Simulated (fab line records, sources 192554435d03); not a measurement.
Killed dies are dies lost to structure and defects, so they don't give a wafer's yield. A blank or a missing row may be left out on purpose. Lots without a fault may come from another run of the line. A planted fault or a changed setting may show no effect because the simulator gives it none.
Chamber matching | flow n5_finfet | N5_MIM_BOT_ETCH_STRIP_01 on rie_diel-06: 4 sister chambers
The step strips in O2. 4 wafers are shown with their chamber, then 7 later ones without.

WAFERS WITH THEIR CHAMBER
wafer  | chamber | drypump_motor_current_A (A)
L863.1 | 1       | 5.7
L863.4 | 3       | 5.4
L862.1 | 2       | 6.8
L862.4 | 0       | 5.7

WAFERS WITHOUT THEIR CHAMBER
wafer  | drypump_motor_current_A (A)
L862.6 | 6.8
L866.1 | 5.8
L866.4 | 5.4
L866.6 | 5.8
L867.1 | 5.8
L867.5 | 5.8
L867.6 | 5.8

WHICH CHAMBER EACH WENT THROUGH
wafer  | from the rows above     | in truth
L862.6 | 2                       | 2
L866.1 | can't be placed: 0 or 1 | 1
L866.4 | 3                       | 3
L866.6 | can't be placed: 0 or 1 | 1
L867.1 | can't be placed: 0 or 1 | 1
L867.5 | can't be placed: 0 or 1 | 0
L867.6 | can't be placed: 0 or 1 | 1
Placed correctly: 2 of 7. Can't be placed from these rows: 5 (the true chamber is among the candidates in 5). Placed wrongly: 0.
How it was worked out, from the rows above alone: a wafer's distance from a chamber is the root of the sum, over the readings, of the square of ((its reading less the chamber's mean) divided by the reading's scatter). The wafer belongs to the nearest chamber; if the next one is less than 2 further off, it can't be placed. A chamber's mean is the mean of its shown wafers. The scatter: with one shown wafer a chamber, the root of the mean of the squares of how far each hidden wafer lies from its nearest shown one.
